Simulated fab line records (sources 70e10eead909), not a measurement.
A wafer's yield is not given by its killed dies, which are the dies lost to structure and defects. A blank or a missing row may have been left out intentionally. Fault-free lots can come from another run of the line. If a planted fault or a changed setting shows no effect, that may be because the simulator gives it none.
Which tool did it? :: flow nand-harc :: 36 wafers from 12 lots sampled at 3 of the route's 1159 steps

## WHAT THE GAUGES SHOWED, per wafer
NHARC_P_M1_THK_MEAS_24: measures by xrf.
lot: L075
measured: day 6 02:32
on: film-metro-01
thk-nm (nm): 158.0 158.3 158.8

lot: L077
measured: day 7 00:04
on: film-metro-02
thk-nm (nm): 155.9 157.1 155.2

lot: L078
measured: day 7 08:07
on: film-metro-02
thk-nm (nm): 157.7 157.3 158.3

lot: L080
measured: day 7 22:14
on: film-metro-02
thk-nm (nm): 155.9 154.7 155.6

lot: L083
measured: day 8 14:44
on: film-metro-02
thk-nm (nm): 157.6 157.3 159.6

lot: L087
measured: day 10 01:14
on: film-metro-02
thk-nm (nm): 155.6 160.1 157.7

lot: L085
measured: day 10 02:13
on: film-metro-02
thk-nm (nm): 158.7 154.5 157.4

lot: L089
measured: day 10 06:22
on: film-metro-02
thk-nm (nm): 156.9 155.2 158.1

lot: L092
measured: day 10 12:12
on: film-metro-02
thk-nm (nm): 153.5 159.2 156.8

lot: L094
measured: day 10 19:19
on: film-metro-02
thk-nm (nm): 157.5 155.4 155.1

lot: L095
measured: day 11 12:40
on: film-metro-01
thk-nm (nm): 158.9 156.9 160.2

lot: L097
measured: day 11 22:23
on: film-metro-02
thk-nm (nm): 156.0 156.0 157.4

## EACH LOT AND THE TOOL THAT RAN IT (in order: tool; ch and the chambers of the sampled wafers; start)
lot: L075
NHARC_P_M0_ANNEAL_30: rtp-anneal-01 ch 0, day 5 21:44
NHARC_P_M1_DEGAS_29: pvd-sputter-02, day 6 01:07

lot: L077
NHARC_P_M0_ANNEAL_30: rtp-anneal-01 ch 0, day 6 18:44
NHARC_P_M1_DEGAS_29: pvd-sputter-01, day 6 22:08

lot: L078
NHARC_P_M0_ANNEAL_30: rtp-anneal-02 ch 0, day 7 03:19
NHARC_P_M1_DEGAS_29: pvd-sputter-01, day 7 06:34

lot: L080
NHARC_P_M0_ANNEAL_30: rtp-anneal-02 ch 0, day 7 17:01
NHARC_P_M1_DEGAS_29: pvd-sputter-02, day 7 20:50

lot: L083
NHARC_P_M0_ANNEAL_30: rtp-anneal-02 ch 0, day 8 09:53
NHARC_P_M1_DEGAS_29: pvd-sputter-01, day 8 13:21

lot: L087
NHARC_P_M0_ANNEAL_30: rtp-anneal-02 ch 0, day 9 20:25
NHARC_P_M1_DEGAS_29: pvd-sputter-03, day 9 23:50

lot: L085
NHARC_P_M0_ANNEAL_30: rtp-anneal-01 ch 0, day 9 21:08
NHARC_P_M1_DEGAS_29: pvd-sputter-01, day 10 00:32

lot: L089
NHARC_P_M0_ANNEAL_30: rtp-anneal-02 ch 0, day 10 01:21
NHARC_P_M1_DEGAS_29: pvd-sputter-01, day 10 04:54

lot: L092
NHARC_P_M0_ANNEAL_30: rtp-anneal-02 ch 0, day 10 07:23
NHARC_P_M1_DEGAS_29: pvd-sputter-02, day 10 10:49

lot: L094
NHARC_P_M0_ANNEAL_30: rtp-anneal-02 ch 0, day 10 14:28
NHARC_P_M1_DEGAS_29: pvd-sputter-02, day 10 17:53

lot: L095
NHARC_P_M0_ANNEAL_30: rtp-anneal-02 ch 0, day 11 07:56
NHARC_P_M1_DEGAS_29: pvd-sputter-03, day 11 11:16

lot: L097
NHARC_P_M0_ANNEAL_30: rtp-anneal-02 ch 0, day 11 17:37
NHARC_P_M1_DEGAS_29: pvd-sputter-03, day 11 20:59
- NHARC_P_M0_ANNEAL_30: time 90 s.
- NHARC_P_M1_DEGAS_29: time 60 s.

## THE ANSWER, worked out from the rows above alone
Rule: the usual values come from the lots themselves. Put in order of their means at a reading, lots are off if they are a third of the lots or fewer, leave a main group of 4 or more, and stand apart from it by a gap of 3 or more times the standard deviation of the main group's means; of several such gaps the widest counts. The tables above print the reading to a certain number of digits; a main group whose means all agree to those digits is not used. A lot without any number at a reading at which 4 lots or more have one is off too. The other lots that the step has rows for count as sound.
No lot is off at any reading shown: from this, nothing can be told.

## WHAT HAD BEEN PUT IN BY THE SIMULATOR
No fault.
